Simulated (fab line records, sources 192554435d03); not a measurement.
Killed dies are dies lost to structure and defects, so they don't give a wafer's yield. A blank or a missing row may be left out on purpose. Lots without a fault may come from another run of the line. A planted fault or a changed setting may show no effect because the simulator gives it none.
Chamber matching | flow n5_finfet | N5_BEOL_M7_STRIP_36 on rie_diel-06: 4 sister chambers
The step strips in N2/H2. 18 wafers are shown with their chamber, then 9 later ones without.

WAFERS WITH THEIR CHAMBER
wafer  | chamber | drypump_motor_current_A (A) | showerhead_plenum_p_Torr (Torr) | throttle_valve_pct (%)
L077.1 | 1       | 5.3                         | 2.54                            | 24.0
L077.2 | 0       | 5.4                         | 2.51                            | 23.9
L077.5 | 2       | 5.5                         | 2.46                            | 23.5
L084.1 | 1       | 5.3                         | 2.53                            | 24.0
L084.3 | 0       | 5.4                         | 2.50                            | 23.9
L084.6 | 1       | 5.3                         | 2.53                            | 24.0
L083.1 | 0       | 5.4                         | 2.50                            | 24.0
L083.3 | 1       | 5.3                         | 2.53                            | 24.0
L083.4 | 3       | 6.0                         | 2.41                            | 23.9
L085.1 | 2       | 5.5                         | 2.45                            | 23.5
L085.3 | 1       | 5.3                         | 2.53                            | 24.0
L085.6 | 1       | 5.3                         | 2.53                            | 24.1
L090.2 | 0       | 5.4                         | 2.50                            | 24.0
L090.4 | 3       | 6.0                         | 2.41                            | 23.9
L090.6 | 1       | 5.3                         | 2.53                            | 24.0
L091.1 | 3       | 6.0                         | 2.41                            | 24.0
L091.5 | 0       | 5.3                         | 2.49                            | 24.0
L091.6 | 3       | 6.0                         | 2.40                            | 23.9

SIGNATURES (means of the wafers above)
reading                  | chamber 0 | chamber 1 | chamber 2 | chamber 3 | scatter within a chamber
drypump_motor_current_A  | 5.380     | 5.300     | 5.500     | 6.000     | 0.0239
showerhead_plenum_p_Torr | 2.5000    | 2.5314    | 2.4550    | 2.4075    | 0.00542
throttle_valve_pct       | 23.960    | 24.014    | 23.500    | 23.925    | 0.0448
Rule: a wafer's distance from a chamber is the root of the sum, over the readings, of the square of ((its reading less the chamber's mean) divided by the reading's scatter). The wafer belongs to the nearest chamber; if the next one is less than 2 further off, it can't be placed. The scatter: the root of (the sum of the squares of (reading less its chamber's mean) over the shown wafers, divided by (wafers less chambers)).

WAFERS WITHOUT THEIR CHAMBER
wafer  | drypump_motor_current_A (A) | showerhead_plenum_p_Torr (Torr) | throttle_valve_pct (%)
L094.2 | 5.4                         | 2.49                            | 24.0
L094.4 | 6.0                         | 2.40                            | 24.0
L094.6 | 5.4                         | 2.49                            | 24.0
L097.4 | 5.3                         | 2.52                            | 24.0
L097.5 | 6.0                         | 2.40                            | 24.0
L097.6 | 5.4                         | 2.49                            | 24.0
L096.2 | 5.5                         | 2.44                            | 23.6
L096.4 | 5.5                         | 2.44                            | 23.5
L096.6 | 5.4                         | 2.49                            | 24.0

WHICH CHAMBER EACH WENT THROUGH
wafer  | from the rows above | in truth
L094.2 | 0                   | 0
L094.4 | 3                   | 3
L094.6 | 0                   | 0
L097.4 | 1                   | 1
L097.5 | 3                   | 3
L097.6 | 0                   | 0
L096.2 | 2                   | 2
L096.4 | 2                   | 2
L096.6 | 0                   | 0
Placed correctly: 9 of 9. Can't be placed from these rows: 0. Placed wrongly: 0.
